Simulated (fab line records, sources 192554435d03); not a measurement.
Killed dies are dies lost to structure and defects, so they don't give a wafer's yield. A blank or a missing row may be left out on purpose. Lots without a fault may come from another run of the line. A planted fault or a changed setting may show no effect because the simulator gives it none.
Split-lot experiment | flow n5_finfet | 7 lots, 21 wafers read, on a route of 1938 steps

THE SPLIT
At N5_SPACER0_ALD_00 (deposits SiOCN, target thk 3.5 nm, pulse time 3 s, purge time 2 s), the setting ald_cycles was moved away from the recipe's 58 on 11 of the 21 wafers read, by -15.5% to +10.3%. The other wafers ran this setting at the recipe's value.

The reading is taken at the split's own step.

THE READING
SiOCN_of_SPACER0_ALD_00.thk_nm (the simulator's own value, which no gauge read), in nm, at N5_SPACER0_ALD_00 (deposits SiOCN, target thk 3.5 nm, pulse time 3 s, purge time 2 s). The file gives no usual value for it. The 10 wafers here that ran the recipe average 3.5 nm, standard deviation 0.098 nm.

wafer  | tool, chamber at the split | ald_cycles as run | against the recipe | SiOCN_of_SPACER0_ALD_00.thk_nm, nm | against lot-mates on the recipe
L074.2 | ald_sin-01, 0,2            | 58                | recipe             | 3.4                                | -
L074.6 | ald_sin-01, 0,2            | 58                | recipe             | 3.4                                | -
L074.3 | ald_sin-01, 1              | 58                | recipe             | 3.6                                | -
L076.1 | ald_sin-01, 1,2            | 64                | +10.3%             | 3.8                                | +0.4
L076.4 | ald_sin-01, 1,2            | 64                | +10.3%             | 3.8                                | +0.4
L076.6 | ald_sin-01, 3              | 58                | recipe             | 3.4                                | -
L077.1 | ald_sin-03, 1,2            | 52                | -10.3%             | 3.2                                | -0.2
L077.5 | ald_sin-03, 1,2            | 52                | -10.3%             | 3.2                                | -0.2
L077.4 | ald_sin-03, 3              | 58                | recipe             | 3.4                                | -
L081.1 | ald_sin-01, 3              | 58                | recipe             | 3.6                                | -
L081.3 | ald_sin-01, 1,3            | 55                | -5.2%              | 3.4                                | -0.2
L081.5 | ald_sin-01, 1,3            | 55                | -5.2%              | 3.4                                | -0.2
L082.2 | ald_sin-01, 3              | 58                | recipe             | 3.6                                | -
L082.4 | ald_sin-01, 1,0            | 49                | -15.5%             | 3                                  | -0.6
L082.5 | ald_sin-01, 1,0            | 49                | -15.5%             | 3                                  | -0.6
L089.1 | ald_sin-03, 3,2,0          | 49                | -15.5%             | 3                                  | no lot-mate on the recipe
L089.2 | ald_sin-03, 3,2,0          | 49                | -15.5%             | 3                                  | no lot-mate on the recipe
L089.3 | ald_sin-03, 3,2,0          | 49                | -15.5%             | 3                                  | no lot-mate on the recipe
L090.2 | ald_sin-04, 3,0,2          | 58                | recipe             | 3.6                                | -
L090.3 | ald_sin-04, 3,0,2          | 58                | recipe             | 3.6                                | -
L090.5 | ald_sin-04, 3,0,2          | 58                | recipe             | 3.6                                | -
Where a row lists several chambers, the file gives one row for several wafers and doesn't say which wafer went through which chamber.

THE FIT
A straight line over all 21 wafers: SiOCN_of_SPACER0_ALD_00.thk_nm changes by +0.0317 nm for each +1% of ald_cycles; r = +0.96; the points scatter about the line by 0.075 nm.
The same after taking each lot's own level away (the mean of its wafers on the recipe; 18 wafers): +0.035 nm for each +1%; r = +0.96; scatter 0.073 nm.
On that fit, the largest move of ald_cycles shifts the reading by 0.54 nm.
The lots' own levels span 3.40 to 3.60 nm, that is 2.0 times the standard deviation above.
So the lot-to-lot level changes the slope little: the two slopes agree.
Check: with one of the wafers moved furthest among these (-15.5%) left out of the fit, the line predicts -0.504 nm for it against its lot-mates. It came out at -0.6 nm against them.

OTHER SPLITS ON THESE WAFERS
These wafers also went through other splits before the reading. Each is held against what the fit with the lots' levels taken away leaves over:
other split on the same wafers          | wafers away from the commonest value | r with SiOCN_of_SPACER0_ALD_00.thk_nm (lot level and that fit taken away)
N5_ZERO_LAYER_EXPOSE_08 dose_mj         | 9                                    | +0.03
N5_ZERO_LAYER_DEVELOP_10 develop_time_s | 10                                   | +0.06
N5_FIN_SAQP_SPACER1_ALD_24 ald_cycles   | 7                                    | -0.14
N5_FIN_SAQP_ETCH_65 time_s              | 6                                    | +0.49
N5_DUMMY_GATE_DESCUM_20 time_s          | 6                                    | +0.15
N5_DUMMY_GATE_ETCH_37 source_w          | 9                                    | +0.19

THE FILE'S OWN FIT
SiOCN_of_SPACER0_ALD_00.thk_nm changes by +0.0344 nm for each +1% of ald_cycles, r = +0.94.
